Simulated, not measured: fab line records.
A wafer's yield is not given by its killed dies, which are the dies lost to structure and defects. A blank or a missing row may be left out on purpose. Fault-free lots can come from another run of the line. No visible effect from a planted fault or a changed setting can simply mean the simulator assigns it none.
Tool commonality check | flow nandHarc | 12 lots, 36 wafers sampled

## WHY THIS WAS OPENED
On 2 of the 12 lots, a flag is raised at NHARC_A_CONTACT_CD_MEAS_69 on the reading cdNm. No-fault wafers: 299.8 nm, standard deviation 0.5.
Rule: a lot gets a flag if all its wafers with a number sit over 4 standard deviations from that mean, or if no wafer of it has a number. The other lots count as sound.

lot  | measured     | on       | cdNm (nm), wafer by wafer | flag
L448 | day 22 19:07 | cdSem-02 | 299.9 300.8 299.7         | 
L454 | day 25 20:41 | cdSem-02 | 300.3 300.6 299.8         | 
L452 | day 27 01:25 | cdSem-01 | 299.6 300.4 299.1         | 
L455 | day 27 08:55 | cdSem-02 | 299.1 299.1 300.2         | 
L457 | day 27 20:33 | cdSem-03 | 299.5 299.9 299.6         | 
L451 | day 28 04:31 | cdSem-03 | 300.1 300.2 300.9         | 
L460 | day 28 09:25 | cdSem-01 | 300.5 300.8 300.0         | 
L459 | day 28 09:34 | cdSem-03 | 299.2 299.7 299.7         | 
L461 | day 28 14:43 | cdSem-02 | 300.5 300.8 300.1         | 
L464 | day 29 21:38 | cdSem-03 | 299.8 299.8 301.1         | 
L465 | day 30 03:55 | cdSem-02 | 290.5 290.4 290.7         | FLAGGED
L469 | day 32 23:41 | cdSem-02 | 291.8 292.7 292.2         | FLAGGED
On average the flagged lots' numbers are 291.4 nm, which is -8.4 nm against the usual, or -17 standard deviations.

## EACH LOT AND THE TOOL IT RAN ON
The record holds 3 process steps before the reading, out of a route of 1302 steps. Each cell gives the tool, then ch followed by the chambers the sampled wafers passed through, then the start.
lot  | flag    | NHARC_A_CONTACT_ETCH_115           | NHARC_A_CONTACT_ETCH_123           | NHARC_A_CONTACT_EXPOSE_66
L448 |         | harCapEtch-02 ch 0, day 22 09:28   | harCapEtch-02 ch 0, day 22 11:22   | arfiScanner-03 ch 0, day 22 18:59
L454 |         | harCapEtch-03 ch 0,1, day 25 11:52 | harCapEtch-03 ch 0,1, day 25 13:18 | arfiScanner-02 ch 0, day 25 20:32
L452 |         | harCapEtch-02 ch 0,1, day 26 11:15 | harCapEtch-02 ch 0,1, day 26 12:37 | arfiScanner-03 ch 0, day 27 01:17
L455 |         | harCapEtch-03 ch 0,1, day 26 20:25 | harCapEtch-03 ch 0,1, day 26 22:14 | arfiScanner-01 ch 0, day 27 08:47
L457 |         | harCapEtch-01 ch 0,1, day 27 07:48 | harCapEtch-01 ch 0,1, day 27 09:17 | arfiScanner-03 ch 0, day 27 20:25
L451 |         | harCapEtch-01 ch 0,1, day 27 10:21 | harCapEtch-01 ch 0,1, day 27 11:43 | arfiScanner-01 ch 0, day 28 04:22
L460 |         | harCapEtch-01 ch 0,1, day 27 17:53 | harCapEtch-01 ch 0,1, day 27 19:22 | arfiScanner-01 ch 0, day 28 09:17
L459 |         | harCapEtch-02 ch 0,1, day 27 17:41 | harCapEtch-02 ch 0,1, day 27 19:03 | arfiScanner-03 ch 0, day 28 09:25
L461 |         | harCapEtch-03 ch 0,1, day 27 22:47 | harCapEtch-03 ch 0,1, day 28 00:16 | arfiScanner-01 ch 0, day 28 14:35
L464 |         | harCapEtch-01 ch 0,1, day 29 11:13 | harCapEtch-01 ch 0,1, day 29 12:35 | arfiScanner-02 ch 0, day 29 21:29
L465 | FLAGGED | harCapEtch-03 ch 0,1, day 29 19:32 | harCapEtch-03 ch 0,1, day 29 21:21 | arfiScanner-03 ch 0, day 30 03:47
L469 | FLAGGED | harCapEtch-03 ch 0,1, day 32 15:28 | harCapEtch-03 ch 0,1, day 32 16:53 | arfiScanner-03 ch 0, day 32 23:33
These steps, and what they do:
- NHARC_A_CONTACT_ETCH_115: etches the open film in C4F8/O2/Ar, time 190 s, target depth 1850 nm.
- NHARC_A_CONTACT_ETCH_123: etches the open film in C4F8/O2/Ar, time 490 s, target depth 2110 nm.
- NHARC_A_CONTACT_EXPOSE_66: exposes mask A CC 2.
- NHARC_A_CONTACT_CD_MEAS_69: target cd 300 nm.

## FLAGGED OVER TOTAL, TOOL BY TOOL (the gauges that took the reading come last)
step                       | tool           | lots run | flagged | share of the flagged lots | sound lots run after its first flagged lot
NHARC_A_CONTACT_ETCH_115   | harCapEtch-01  | 4        | 0       | none                      | -
NHARC_A_CONTACT_ETCH_115   | harCapEtch-02  | 3        | 0       | none                      | -
NHARC_A_CONTACT_ETCH_115   | harCapEtch-03  | 5        | 2       | all                       | 0
NHARC_A_CONTACT_ETCH_123   | harCapEtch-01  | 4        | 0       | none                      | -
NHARC_A_CONTACT_ETCH_123   | harCapEtch-02  | 3        | 0       | none                      | -
NHARC_A_CONTACT_ETCH_123   | harCapEtch-03  | 5        | 2       | all                       | 0
NHARC_A_CONTACT_EXPOSE_66  | arfiScanner-01 | 4        | 0       | none                      | -
NHARC_A_CONTACT_EXPOSE_66  | arfiScanner-02 | 2        | 0       | none                      | -
NHARC_A_CONTACT_EXPOSE_66  | arfiScanner-03 | 6        | 2       | all                       | 0
NHARC_A_CONTACT_CD_MEAS_69 | cdSem-01       | 2        | 0       | none                      | -
NHARC_A_CONTACT_CD_MEAS_69 | cdSem-02       | 6        | 2       | all                       | 0
NHARC_A_CONTACT_CD_MEAS_69 | cdSem-03       | 4        | 0       | none                      | -

## THE TABLE: WHAT IT ALLOWS
4 rows of the table ran every flagged lot: harCapEtch-03 at NHARC_A_CONTACT_ETCH_115, harCapEtch-03 at NHARC_A_CONTACT_ETCH_123, arfiScanner-03 at NHARC_A_CONTACT_EXPOSE_66, cdSem-02 at NHARC_A_CONTACT_CD_MEAS_69.
- harCapEtch-03 at NHARC_A_CONTACT_ETCH_115: 2 of its 5 lots flagged. Its last sound lot is L461 (day 27 22:47), its first flagged lot L465 (day 29 19:32): a fault that began between those two fits.
- harCapEtch-03 at NHARC_A_CONTACT_ETCH_123: 2 of its 5 lots flagged. Its last sound lot is L461 (day 28 00:16), its first flagged lot L465 (day 29 21:21): a fault that began between those two fits.
- arfiScanner-03 at NHARC_A_CONTACT_EXPOSE_66: 2 of its 6 lots flagged. Its last sound lot is L459 (day 28 09:25), its first flagged lot L465 (day 30 03:47): a fault that began between those two fits. Its own readings lie more than 4 standard deviations out on every wafer of the flagged lots: exposureDoseMJCm2.
- cdSem-02 at NHARC_A_CONTACT_CD_MEAS_69: 2 of its 6 lots flagged. Its last sound lot is L461 (day 28 14:43), its first flagged lot L465 (day 30 03:55): a fault that began between those two fits.
These 3 tools cannot be told apart by counting lots, since each of them fits a fault that started at some hour. More lots, or a look at what each step does to the wafer, might.

## WHAT WAS PUT IN BY THE SIMULATOR
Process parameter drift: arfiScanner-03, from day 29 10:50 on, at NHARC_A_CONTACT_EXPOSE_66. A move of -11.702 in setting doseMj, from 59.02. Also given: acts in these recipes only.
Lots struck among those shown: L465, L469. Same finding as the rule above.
